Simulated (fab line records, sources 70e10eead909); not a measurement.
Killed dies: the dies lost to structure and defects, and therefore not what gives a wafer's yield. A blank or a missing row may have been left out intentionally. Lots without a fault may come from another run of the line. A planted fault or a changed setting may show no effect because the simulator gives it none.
fab line records | flow nandHarc
[record] lots = 24 wafers = 72 lastDay = 25
route steps=1159 shown A_SGD_CUT@777 A_WL_FILL@815 A_CONTACT@856
lots that met no fault: from a run of the same line without faults
startH: start of the lot's first displayed wafer, in hours after the record's first day | waitH: hours from the lot's prior step to this one | " unchanged from the row above | L1.1+2: a row that stands for several wafers | - no value present, or no start provided | * or withheld: withheld | < > ~ a bound
route shown NAME@n: a module of which the file shows steps, and the number in the route of the first | usual: the fault-free wafers' mean and standard deviation | same: alike in all rows | chamber/n: place in a boat | sites: readings site by site | _std_site: their standard deviation | _edge_site: mean of outer sites minus mean of inner sites | radiusMm: how far each site lies from the wafer's centre | mask NAME#n: copy n | behind: the last tool/chamber to shape the wafer | hold: reason for holding the lot/hours on hold/outcome of the hold | device: which transistor (n, p or np) failed to switch | end of line: tests run on the same wafers once the route is complete | for a step that has no rows: nothing shown but its recipe | killed: the dies lost at the first sort to structure and to defects; this is not the yield of the wafer | map: dies across one wafer; x = killed, . = not, _ = none there
set.NAME: the setting the step ran with; set.NAME@STEP: the setting that earlier step ran with | model.NAME: the simulator's own value behind a step, which no gauge read
a sample of lots followed through the steps of the route, with each step as a table and each wafer as a row
services: when a tool's chamber went out of use (startH, in hours from the record's first day, below 0 if earlier), for how many hours, and the reason
[[steps]]
[step NHARC_A_SGD_CUT_STRIP_28]
[recipe] timeS = 20 o2FlowSccm = 500 arFlowSccm = 0 biasW = 0 chemistry = O2
[usual] drypumpMotorCurrentA = 5.8/0.55 mfcArSccm = 0.008/0.012 oesProductAu = 1.002/0.0097 rfVppV = 57.8/0.94 showerheadPlenumPTorr = 3.53/0.12 throttleValvePct = 17.036/0.0087
// columns lot.wafer tool chamber startH waitH drypumpMotorCurrentA mfcArSccm oesProductAu rfHoursCounterH rfVppV showerheadPlenumPTorr throttleValvePct
L076.2 rieDiel-13 0 - - 5.3 0 1.002 4 58.2 3.59 17.042
L076.1 " 2 " " 6.5 0 1.017 4 58.4 3.41 17.058
L076.5 " 0 " " 5.2 0 1.012 - 56.8 3.59 17.012
L075.2 rieDiel-13 0 - - 5.2 0 1.005 4 57.4 3.59 17.037
L075.5 " 0 " " 5.3 0 1.005 - 58.3 3.59 17.038
L075.6 " 1 " " 5.4 0.001 0.993 - 59.1 3.63 17.029
L077.1 rieDiel-12 0 - - 6.3 0 0.993 12 57.0 3.41 17.038
L077.5 " 0 " " 6.3 0 0.999 - 57.1 3.41 17.042
L077.6 " 1 " " 5.2 0.036 1.002 - 55.7 3.46 17.037
L078.1 rieDiel-12 2 - - 6.2 0.020 1.000 13 59.7 3.69 17.038
L078.4 " 0 " " 6.3 0 0.996 12 57.6 3.41 17.036
L078.5 " 1 " " 5.2 0.036 1.004 - 57.5 3.46 17.039
L074.4 rieDiel-12 0 - - 6.3 0 0.997 12 56.4 3.41 17.057
L074.1 " 1 " " 5.2 0.036 1.020 14 58.3 3.46 17.046
L074.3 " 2 " " 6.2 0.020 1.006 13 59.7 3.69 17.043
L081.4 rieDiel-12 2 - - 6.2 0.020 0.997 14 57.8 3.69 17.035
L081.2 " 3 " " 5.9 0 0.995 14 57.2 3.57 17.032
L081.1 " 0 " " 6.3 0 0.980 13 56.8 3.41 17.036
L079.1 rieDiel-13 3 - - 4.8 0.027 0.994 5 59.3 3.67 17.042
L079.3 " 1 " " 5.4 0.001 1.003 5 57.9 3.63 17.032
L079.5 " 3 " " 4.8 0.027 1.014 - 58.0 3.67 17.042
L080.4 rieDiel-02 1 - - 5.9 0 1.015 1 57.9 3.41 17.046
L080.5 " 3 " " 6.7 0 1.002 - 58.6 3.41 17.043
L080.6 " 0 " " 5.8 0 1.002 - 58.1 3.37 17.054
L085.2 rieDiel-02 2 - - 5.6 0.017 1.002 3 59.2 3.65 17.035
L085.3 " 1 " " 5.9 0 0.996 3 57.8 3.41 17.041
L085.6 " 3 " " 6.7 0 1.002 - 57.7 3.41 17.040
L082.2 rieDiel-12 3 - - 6.0 0 0.998 17 59.2 3.57 17.037
L082.5 " 1 " " 5.2 0.036 1.022 - 58.6 3.46 17.039
L082.6 " 2 " " 6.2 0.020 0.996 - 60.0 3.69 17.038
L083.4 rieDiel-13 2 - - 6.5 0 1.030 7 56.0 3.41 17.046
L083.1 " 0 " " 5.3 0 1.013 7 59.1 3.59 17.013
L083.5 " 2 " " 6.5 0 1.014 - 57.1 3.41 17.044
L084.3 rieDiel-13 0 - - 5.3 0 1.006 8 56.0 3.59 17.026
L084.1 " 1 " " 5.4 0.001 0.993 9 59.1 3.63 17.018
L084.6 " 3 " " 4.8 0.027 1.003 - 57.2 3.67 17.030
L087.2 rieDiel-02 3 - - 6.6 0 0.995 7 57.5 3.41 17.039
L087.4 " 0 " " 5.8 0 0.994 6 57.2 3.37 17.033
L087.5 " 2 " " 5.6 0.017 1.005 - 56.5 3.65 17.030
L086.2 rieDiel-13 1 394.40 0.2 5.4 0.001 0.991 9 57.6 3.63 17.026
L086.4 " 2 " " 6.5 0 1.011 - 58.5 3.41 17.023
L086.3 " 1 " " 5.4 0.001 0.994 - 59.5 3.63 17.050
L088.3 rieDiel-02 2 400.83 0.1 5.6 0.017 1.003 7 58.5 3.65 17.057
L088.5 " 0 " " 5.8 0 0.986 - 57.0 3.37 17.047
L088.6 " 2 " " 5.6 0.017 1.001 - 57.6 3.65 17.042
L089.1 rieDiel-13 0 418.63 0.2 5.2 0 1.009 10 57.9 3.58 17.035
L089.6 " 0 " " 5.2 0 1.009 - 58.4 3.58 17.029
L089.4 " 2 " " 6.5 0 1.016 - 58.0 3.41 17.054
L090.3 rieDiel-13 1 418.69 0.1 5.4 0.001 0.995 11 56.9 3.63 17.042
L090.1 " 0 " " 5.2 0 1.017 10 58.2 3.58 17.035
L090.6 " 1 " " 5.4 0.001 0.982 - 58.4 3.63 17.036
L093.3 rieDiel-12 2 - - 6.2 0.020 1.009 5 57.9 3.69 17.042
L093.1 " 3 " " 6.0 0 1.023 5 59.0 3.57 17.025
L093.5 " 2 " " 6.2 0.020 1.007 - 58.9 3.69 17.028
L092.2 rieDiel-02 1 - - 5.9 0 0.999 8 57.1 3.41 17.039
L092.5 " 3 " " 6.6 0 0.996 - 57.8 3.41 17.035
L092.6 " 0 " " 5.8 0 0.998 - 56.7 3.36 17.029
L091.4 rieDiel-13 1 431.01 0.2 5.4 0.001 0.976 - 57.5 3.63 17.035
L091.6 " 3 " " 4.8 0.027 0.997 - 59.1 3.67 17.030
L091.5 " 0 " " 5.3 0 0.995 - 56.4 3.58 17.032
L094.3 rieDiel-02 1 - - 5.9 0 1.004 9 58.3 3.41 17.038
L094.2 " 3 " " 6.6 0 1.004 12 58.2 3.41 17.038
L094.4 " 0 " " 5.8 0 1.002 10 57.9 3.37 17.031
L095.2 rieDiel-13 1 434.54 0.1 5.4 0.001 0.997 13 57.5 3.63 17.044
L095.1 " 3 " " 4.8 0.027 0.998 9 57.9 3.67 17.027
L095.6 " 0 " " 5.3 0 1.011 - 57.8 3.58 17.027
L096.4 rieDiel-02 2 - - 5.6 0.017 1.009 11 58.7 3.65 17.043
L096.5 " 0 " " 5.8 0 0.982 - 58.5 3.36 17.039
L096.6 " 1 " " 5.9 0 0.991 - 57.3 3.41 17.042
L097.2 rieDiel-12 3 - - 6.0 0 1.005 7 56.7 3.56 17.037
L097.6 " 1 " " 5.2 0.036 1.006 - 57.3 3.45 17.037
L097.5 " 2 " " 6.2 0.020 1.001 - 58.7 3.69 17.035
[step NHARC_A_WL_FILL_ETCHBACK_05]
[recipe] targetDepthA = 220 timeS = 60 tempC = 40 chemistry = Cl2/BCl3
[usual] drypumpMotorCurrentA = 5.8/0.4 oesProductAu = 1.009/0.011 tempC = 40.00/0.11
// columns lot.wafer tool chamber startH waitH drypumpMotorCurrentA oesProductAu rfHoursCounterH tempC
L075.2 rieMetal-01 0 353.42 0.2 5.8 1.014 0.2 40.02
L075.5 " 0 " " 5.8 1.007 - 39.97
L075.6 " 1 " " 5.9 1.025 - 39.95
L077.1 rieMetal-03 0 356.26 0.2 6.2 1.015 1.5 39.90
L077.6 " 1 " " 4.9 0.996 - 40.03
L077.5 " 0 " " 6.2 1.015 - 39.93
L076.2 rieMetal-01 0 359.09 0.2 5.8 1.015 0.7 40.08
L076.1 " 1 " " 5.9 1.022 0.7 39.90
L076.5 " 0 " " 5.8 1.018 - 39.99
L074.1 rieMetal-03 1 361.58 0.2 4.9 0.998 2.0 39.80
L074.4 " 1 " " 4.9 0.999 - 39.97
L074.3 " 0 " " 6.2 1.003 - 39.89
L078.1 rieMetal-03 0 364.39 0.2 6.2 1.003 2.2 39.92
L078.4 " 1 " " 4.9 0.994 - 39.94
L078.5 " 1 " " 5.0 0.999 - 39.95
L081.1 rieMetal-01 1 367.44 0.2 5.9 1.021 1.0 39.87
L081.2 " 0 " " 5.8 1.020 1.0 40.09
L081.4 " 1 " " 5.9 1.014 - 39.91
L079.1 rieMetal-02 1 367.95 0.2 5.7 1.006 4.0 40.02
L079.3 " 0 " " 6.1 0.987 - 40.08
L079.5 " 0 " " 6.1 0.994 - 40.07
L080.4 rieMetal-02 0 370.33 0.1 6.1 0.997 - 40.17
L080.6 " 1 " " 5.7 0.990 - 40.19
L080.5 " 0 " " 6.1 0.989 - 40.20
L083.1 rieMetal-03 1 399.97 0.2 5.0 0.997 3.1 40.02
L083.4 " 0 " " 6.2 1.017 - 40.10
L083.5 " 0 " " 6.2 1.019 - 39.80
L085.2 rieMetal-01 0 402.83 0.2 5.8 1.015 1.8 40.03
L085.3 " 0 " " 5.8 1.016 - 40.20
L085.6 " 0 " " 5.8 1.011 - 40.04
L082.2 rieMetal-02 1 404.33 0.2 5.7 1.000 0.4 40.01
L082.6 " 1 " " 5.7 0.994 - 40.04
L082.5 " 0 " " 6.1 1.001 - 40.05
L084.1 rieMetal-01 0 407.40 0.2 5.8 1.023 2.0 39.80
L084.3 " 0 " " 5.8 1.017 - 39.98
L084.6 " 1 " " 5.9 1.028 - 40.05
L087.2 rieMetal-01 0 414.84 0.2 5.8 1.014 2.3 40.13
L087.4 " 1 " " 5.9 1.026 - 40.03
L087.5 " 0 " " 5.8 1.009 - 40.12
L086.2 rieMetal-03 0 415.10 0.2 6.2 1.014 3.6 39.92
L086.4 " 1 " " 5.0 0.993 - 40.09
L086.3 " 0 " " 6.2 1.001 - 40.06
L088.3 rieMetal-02 1 425.73 0.2 5.7 1.011 - 40.16
L088.5 " 1 " " 5.7 1.007 - 40.21
L088.6 " 0 " " 6.1 1.009 - 40.03
L090.1 rieMetal-02 0 440.18 0.2 6.1 1.000 1.2 40.05
L090.3 " 1 " " 5.7 1.002 - 40.28
L090.6 " 1 " " 5.7 1.010 - 40.13
L089.1 rieMetal-03 1 440.24 0.2 5.0 0.997 4.0 40.09
L089.4 " 0 " " 6.2 1.006 - 39.82
L089.6 " 1 " " 5.0 1.001 - 39.94
L092.2 rieMetal-03 0 449.92 0.2 6.1 1.013 4.4 40.05
L092.6 " 0 " " 6.2 0.999 - 40.06
L092.5 " 1 " " 5.0 0.999 - 40.06
L091.4 rieMetal-01 1 450.68 0.2 5.9 1.034 - 40.05
L091.6 " 0 " " 5.8 1.011 - 39.87
L091.5 " 1 " " 5.9 1.025 - 39.99
L093.1 rieMetal-02 0 452.74 0.2 6.1 0.997 1.9 40.01
L093.3 " 0 " " 6.1 1.003 - 39.71
L093.5 " 1 " " 5.7 1.006 - 39.78
L094.2 rieMetal-03 0 464.28 0.2 6.2 1.009 0.1 40.22
L094.3 " 0 " " 6.2 1.025 - 40.37
L094.4 " 1 " " 5.0 0.996 - 39.94
L095.2 rieMetal-01 1 464.52 0.2 5.9 1.018 3.9 40.07
L095.1 " 0 " " 5.8 1.011 3.9 39.92
L095.6 " 1 " " 5.9 1.030 - 39.91
L096.4 rieMetal-02 1 467.16 0.1 5.7 1.008 - 39.85
L096.6 " 0 " " 6.1 1.004 - 39.97
L096.5 " 1 " " 5.7 1.016 - 40.11
L097.2 rieMetal-01 1 482.32 0.2 5.9 1.029 4.2 39.85
L097.6 " 0 " " 5.8 1.010 - 39.99
L097.5 " 1 " " 5.8 1.018 - 40.10
[step NHARC_A_WL_FILL_STRIP_27]
[recipe] powerW = 1500 tempC = 250 timeS = 20 chemistry = N2/H2
[usual] drypumpMotorCurrentA = 5.71/0.23 heaterPowerW = 352/22 tempC = 250.02/0.2
// columns lot.wafer tool chamber startH waitH drypumpMotorCurrentA heaterPowerW rfHoursCounterH tempC
L075.2 plasmaAsher-01 0 353.64 0.2 5.96 365 23 250.08
L075.6 " 0 " " 5.98 373 - 249.68
L075.5 " 1 " " 5.43 354 - 249.86
L077.1 plasmaAsher-01 0 356.41 0.1 5.94 363 24 249.66
L077.5 " 1 " " 5.47 369 - 250.18
L077.6 " 0 " " 5.97 376 - 249.91
L076.2 plasmaAsher-01 1 359.24 0.1 5.42 369 25 250.32
L076.1 " 0 " " 5.96 368 25 250.10
L076.5 " 0 " " 5.92 363 - 249.66
L074.1 plasmaAsher-01 1 361.72 0.1 5.41 360 26 250.20
L074.3 " 1 " " 5.42 363 - 250.15
L074.4 " 0 " " 5.97 372 - 250.21
L078.1 plasmaAsher-01 0 365.39 1.0 5.97 363 29 250.15
L078.4 " 1 " " 5.40 366 - 250.16
L078.5 " 0 " " 5.97 369 - 249.87
L081.2 plasmaAsher-01 1 368.70 1.2 5.43 375 33 250.36
L081.1 " 0 " " 5.97 366 33 250.40
L081.4 " 1 " " 5.41 381 - 250.18
L079.1 plasmaAsher-01 0 369.42 1.5 5.94 363 34 249.91
L079.3 " 0 " " 5.95 358 - 250.17
L079.5 " 0 " " 5.93 367 - 249.94
L080.4 plasmaAsher-01 0 370.66 0.3 5.97 365 - 250.23
L080.5 " 1 " " 5.44 365 - 250.23
L080.6 " 0 " " 5.97 358 - 250.16
L083.1 plasmaAsher-01 0 400.11 0.1 5.97 369 43 249.76
L083.4 " 0 " " 5.98 368 - 249.91
L083.5 " 1 " " 5.43 361 - 249.76
L085.2 plasmaAsher-01 1 403.07 0.2 5.45 371 44 250.04
L085.3 " 1 " " 5.46 369 - 250.04
L085.6 " 0 " " 5.97 362 - 250.06
L082.2 plasmaAsher-02 1 404.51 0.2 5.81 331 11 249.82
L082.5 " 0 " " 5.64 316 - 249.69
L082.6 " 1 " " 5.84 323 - 249.85
L084.1 plasmaAsher-02 1 407.55 0.1 5.82 325 11 250.27
L084.3 " 0 " " 5.72 314 - 250.11
L084.6 " 0 " " 5.70 320 - 249.90
L087.2 plasmaAsher-02 1 415.00 0.1 5.80 328 12 249.78
L087.4 " 0 " " 5.71 320 - 250.04
L087.5 " 0 " " 5.70 320 - 250.08
L086.2 plasmaAsher-01 1 415.26 0.1 5.40 376 46 249.81
L086.4 " 0 " " 5.96 371 - 250.38
L086.3 " 1 " " 5.44 369 - 250.07
L088.3 plasmaAsher-02 0 425.91 0.2 5.69 311 - 249.82
L088.6 " 1 " " 5.84 323 - 250.13
L088.5 " 0 " " 5.72 318 - 250.17
L090.1 plasmaAsher-02 1 440.32 0.1 5.83 328 22 250.11
L090.3 " 0 " " 5.69 316 - 249.92
L090.6 " 1 " " 5.84 331 - 250.37
L089.1 plasmaAsher-01 0 440.41 0.1 5.94 371 57 249.93
L089.4 " 1 " " 5.44 368 - 249.89
L089.6 " 0 " " 5.94 371 - 249.94
L092.2 plasmaAsher-01 1 450.08 0.2 5.44 362 62 249.80
L092.6 " 0 " " 5.92 365 - 250.22
L092.5 " 1 " " 5.42 362 - 250.31
L091.4 plasmaAsher-01 1 450.83 0.1 5.44 357 - 249.89
L091.5 " 1 " " 5.41 368 - 249.95
L091.6 " 0 " " 5.95 360 - 250.06
L093.1 plasmaAsher-01 1 453.00 0.2 5.42 362 63 249.88
L093.3 " 1 " " 5.39 374 - 250.17
L093.5 " 0 " " 6.00 372 - 249.93
L094.2 plasmaAsher-02 0 464.44 0.1 5.68 323 32 250.37
L094.4 " 1 " " 5.82 334 - 249.93
L094.3 " 0 " " 5.69 306 - 249.88
L095.2 plasmaAsher-02 0 464.66 0.1 5.65 315 32 250.03
L095.1 " 1 " " 5.82 333 32 249.80
L095.6 " 0 " " 5.73 313 - 250.27
L096.4 plasmaAsher-02 0 467.33 0.2 5.70 314 - 250.20
L096.6 " 1 " " 5.83 323 - 250.21
L096.5 " 0 " " 5.71 326 - 250.30
L097.2 plasmaAsher-01 0 482.44 0.1 5.96 375 6 249.84
L097.6 " 0 " " 5.94 368 - 249.70
L097.5 " 1 " " 5.43 357 - 249.71
[step NHARC_A_WL_FILL_ETCHBACK_16]
[recipe] targetDepthA = 880 timeS = 17.6 c4f8FlowSccm = withheld o2FlowSccm = 8 arFlowSccm = withheld rfW = 600 biasW = 800 chemistry = C4F8/O2/Ar
[usual] oesProductAu = 0.98/0.031 rfVppV = 726/3.5
// columns lot.wafer tool chamber startH waitH oesProductAu rfHoursCounterH rfVppV
L075.2 rieDiel-09 3 - - 0.92 4.5 716
L075.5 " 0 " " 0.93 - 728
L075.6 " 1 " " 0.94 - 724
L077.1 rieDiel-08 3 - - 0.95 2.5 725
L077.5 " 0 " " 0.96 - 728
L077.6 " 1 " " 0.96 - 728
L076.1 rieDiel-08 1 - - 0.97 2.6 729
L076.2 " 0 " " 0.98 2.8 731
L076.5 " 1 " " 0.97 - 727
L074.4 rieDiel-04 2 - - 0.93 1.0 728
L074.1 " 0 " " 0.93 1.9 721
L074.3 " 1 " " 0.91 2.2 722
L078.1 rieDiel-04 2 - - 1.01 1.1 728
L078.4 " 0 " " 1.00 2.0 720
L078.5 " 2 " " 1.00 - 730
L081.1 rieDiel-04 0 - - 1.00 2.1 721
L081.4 " 1 " " 0.99 2.4 721
L081.2 " 3 " " 1.00 2.5 728
L079.3 rieDiel-08 2 - - 0.99 4.1 728
L079.1 " 3 " " 1.00 4.4 725
L079.5 " 2 " " 1.00 - 727
L080.4 rieDiel-09 2 - - 0.99 5.1 728
L080.5 " 3 " " 1.01 - 717
L080.6 " 0 " " 0.99 - 727
L083.1 rieDiel-09 1 - - 0.95 5.7 723
L083.4 " 3 " " 0.98 6.1 716
L083.5 " 2 " " 0.96 - 729
L082.2 rieDiel-08 3 - - 0.99 6.5 725
L082.6 " 1 " " 0.99 - 727
L082.5 " 2 " " 1.00 - 725
L085.3 rieDiel-08 3 - - 0.99 6.7 727
L085.2 " 2 " " 1.01 6.4 726
L085.6 " 3 " " 1.00 - 726
L084.1 rieDiel-04 2 - - 1.00 2.2 728
L084.3 " 3 " " 1.00 3.5 728
L084.6 " 0 " " 1.00 - 720
L086.4 rieDiel-08 2 - - 1.00 7.3 727
L086.3 " 3 " " 0.99 7.7 724
L086.2 " 0 " " 1.00 7.6 731
L087.4 rieDiel-09 2 - - 0.92 6.8 728
L087.2 " 1 " " 0.93 6.7 722
L087.5 " 3 " " 0.94 - 717
L088.3 rieDiel-08 0 - - 0.98 7.8 730
L088.5 " 1 " " 0.95 - 728
L088.6 " 2 " " 0.97 - 727
L090.1 rieDiel-08 0 - - 1.00 8.5 729
L090.3 " 3 " " 1.00 8.9 727
L090.6 " 0 " " 1.00 - 728
L089.1 rieDiel-04 0 - - 0.92 4.1 721
L089.4 " 1 " " 0.91 4.5 721
L089.6 " 0 " " 0.92 - 719
L092.2 rieDiel-09 0 - - 0.99 0.7 727
L092.5 " 0 " " 0.99 - 728
L092.6 " 1 " " 1.02 - 723
L091.4 rieDiel-08 1 - - 0.96 8.6 728
L091.6 " 3 " " 0.97 - 725
L091.5 " 0 " " 0.96 - 729
L093.3 rieDiel-04 1 - - 0.91 4.8 721
L093.1 " 3 " " 0.91 4.9 730
L093.5 " 1 " " 0.90 - 723
L095.2 rieDiel-08 2 - - 1.01 10.1 726
L095.1 " 3 " " 0.99 10.1 725
L095.6 " 0 " " 0.99 - 729
L094.4 rieDiel-09 2 - - 1.00 1.2 729
L094.2 " 3 " " 1.01 1.1 718
L094.3 " 0 " " 0.99 1.2 726
L096.4 rieDiel-08 2 - - 1.01 10.1 725
L096.5 " 2 " " 1.00 - 726
L096.6 " 3 " " 0.99 - 726
L097.2 rieDiel-04 1 - - 0.99 0.6 722
L097.6 " 1 " " 0.99 - 722
L097.5 " 2 " " 0.99 - 728
[step NHARC_A_CONTACT_INSPECT_44]
[usual] rawDefectCount = 27/14
// columns lot.wafer tool chamber startH waitH rawDefectCount
L075.2 defectInspect-02 - 379.89 0.0 40
L075.5 " - " " 31
L075.6 " - " " 34
L077.1 defectInspect-01 - 379.94 0.0 7
L077.5 " - " " 8
L077.6 " - " " 13
L076.1 defectInspect-02 - 383.53 0.0 7
L076.2 " - " " 8
L076.5 " - " " 7
L074.1 defectInspect-01 - 389.06 0.0 10
L074.3 " - " " 3
L074.4 " - " " 5
L078.1 defectInspect-02 - 390.39 0.0 33
L078.4 " - " " 37
L078.5 " - " " 30
L079.1 defectInspect-01 - 397.01 0.0 9
L079.3 " - " " 6
L079.5 " - " " 11
L081.1 defectInspect-01 - 401.77 0.0 27
L081.2 " - " " 25
L081.4 " - " " 27
L080.4 defectInspect-01 - 406.08 0.0 15
L080.5 " - " " 11
L080.6 " - " " 23
L083.1 defectInspect-01 - 427.07 0.0 37
L083.4 " - " " 37
L083.5 " - " " 43
L082.2 defectInspect-01 - 427.26 0.0 39
L082.5 " - " " 35
L082.6 " - " " 54
L085.2 defectInspect-02 - 432.52 0.0 13
L085.3 " - " " 10
L085.6 " - " " 9
L084.1 defectInspect-01 - 437.26 0.0 17
L084.3 " - " " 13
L084.6 " - " " 10
L087.2 defectInspect-02 - 445.80 0.0 44
L087.4 " - " " 50
L087.5 " - " " 52
L086.2 defectInspect-02 - 446.71 0.0 21
L086.3 " - " " 31
L086.4 " - " " 40
L088.3 defectInspect-01 - 453.90 0.0 12
L088.5 " - " " 15
L088.6 " - " " 19
L089.1 defectInspect-01 - 468.70 0.0 42
L089.4 " - " " 39
L089.6 " - " " 34
L090.1 defectInspect-01 - 469.02 0.0 27
L090.3 " - " " 34
L090.6 " - " " 28
L091.4 defectInspect-01 - 475.07 0.0 22
L091.5 " - " " 44
L091.6 " - " " 37
L092.2 defectInspect-01 - 475.49 0.0 21
L092.5 " - " " 11
L092.6 " - " " 18
L093.1 defectInspect-01 - 481.03 0.0 50
L093.3 " - " " 48
L093.5 " - " " 50
L096.4 defectInspect-02 - 496.43 0.0 46
L096.5 " - " " 54
L096.6 " - " " 51
L095.1 defectInspect-02 - 500.42 0.0 31
L095.2 " - " " 19
L095.6 " - " " 35
L094.2 defectInspect-02 - 501.05 0.0 31
L094.3 " - " " 41
L094.4 " - " " 41
L097.2 defectInspect-01 - 510.32 0.0 26
L097.5 " - " " 34
L097.6 " - " " 28
[step NHARC_A_CONTACT_CD_MEAS_69]
[recipe] targetCdNm = 200 landingEnergyEv = 500
[usual] cdNm = 200.0/0.56
// columns lot.wafer tool chamber startH waitH cdNm
L075.2 cdSem-01 0 386.62 - 199.9
L075.5 " 0 " " 200.1
L075.6 " 0 " " 199.5
L077.1 cdSem-03 0 387.16 - 199.3
L077.5 " 0 " " 200.2
L077.6 " 0 " " 200.0
L076.1 cdSem-02 0 390.35 - 199.7
L076.2 " 0 " " 199.6
L076.5 " 0 " " 199.9
L074.1 cdSem-01 0 395.90 - 199.4
L074.3 " 0 " " 198.8
L074.4 " 0 " " 199.3
L078.1 cdSem-03 0 398.11 - 200.1
L078.4 " 0 " " 200.1
L078.5 " 0 " " 199.7
L079.1 cdSem-02 0 404.33 - 200.4
L079.3 " 0 " " 200.0
L079.5 " 0 " " 199.8
L081.1 cdSem-02 0 409.54 - 199.9
L081.2 " 0 " " 200.1
L081.4 " 0 " " 200.2
L080.4 cdSem-03 0 413.10 - 199.9
L080.5 " 0 " " 200.2
L080.6 " 0 " " 200.1
L083.1 cdSem-03 0 434.96 - 200.5
L083.4 " 0 " " 200.2
L083.5 " 0 " " 199.6
L082.2 cdSem-01 0 439.69 - 199.6
L082.5 " 0 " " 199.9
L082.6 " 0 " " 199.1
L085.2 cdSem-01 0 444.34 - 200.8
L085.3 " 0 " " 200.3
L085.6 " 0 " " 200.5
L084.1 cdSem-03 0 447.37 - 200.6
L084.3 " 0 " " 200.8
L084.6 " 0 " " 200.7
L086.2 cdSem-02 0 453.74 - 200.6
L086.3 " 0 " " 200.7
L086.4 " 0 " " 200.9
L087.2 cdSem-02 0 455.23 - 199.8
L087.4 " 0 " " 199.8
L087.5 " 0 " " 199.8
L088.3 cdSem-02 0 461.91 - 199.2
L088.5 " 0 " " 199.4
L088.6 " 0 " " 198.7
L089.1 cdSem-02 0 477.32 - 200.1
L089.4 " 0 " " 199.2
L089.6 " 0 " " 200.2
L090.1 cdSem-02 0 477.91 - 199.8
L090.3 " 0 " " 200.5
L090.6 " 0 " " 200.7
L092.2 cdSem-03 0 482.50 - 199.7
L092.5 " 0 " " 199.7
L092.6 " 0 " " 199.4
L091.4 cdSem-03 0 483.11 - 199.0
L091.5 " 0 " " 198.7
L091.6 " 0 " " 198.4
L093.1 cdSem-02 0 490.04 - 199.1
L093.3 " 0 " " 199.4
L093.5 " 0 " " 200.1
L096.4 cdSem-01 0 503.41 - 200.3
L096.5 " 0 " " 200.4
L096.6 " 0 " " 200.4
L095.1 cdSem-01 0 508.05 - 198.8
L095.2 " 0 " " 199.1
L095.6 " 0 " " 199.5
L094.2 cdSem-03 0 508.40 - 199.8
L094.3 " 0 " " 200.0
L094.4 " 0 " " 200.3
L097.2 cdSem-02 0 517.43 - 200.7
L097.5 " 0 " " 200.7
L097.6 " 0 " " 200.7
[[services]]
// columns tool chamber startH hours kind
rieMetal-03 - 313.84 2.2 repair
rieDiel-13 0 323.08 1.8 repair
rieDiel-02 - 328.30 9.0 pm
rieDiel-04 0 329.18 4.4 repair
rieMetal-01 - 332.00 9.0 pm
rieMetal-02 - 334.66 0.3 repair
rieDiel-04 0 355.02 10.3 repair
plasmaAsher-02 - 360.60 9.0 pm
rieMetal-01 - 369.66 0.3 repair
rieDiel-12 - 379.40 9.0 pm
rieDiel-13 3 386.13 44.7 repair
rieMetal-02 0 387.26 8.7 repair
rieMetal-02 - 388.10 9.0 pm
rieDiel-13 0 392.15 6.9 repair
rieDiel-13 2 430.34 10.0 repair
rieDiel-08 0 442.01 2.8 repair
rieDiel-13 - 453.00 9.0 pm
rieMetal-03 - 453.00 9.0 pm
plasmaAsher-01 - 453.11 9.0 pm
rieDiel-13 1 465.92 23.7 repair
rieDiel-13 0 467.41 1.6 repair
rieMetal-03 1 470.25 6.7 repair
rieDiel-08 - 478.80 9.0 pm
rieDiel-13 2 481.73 11.1 repair
[[key]]
fault none
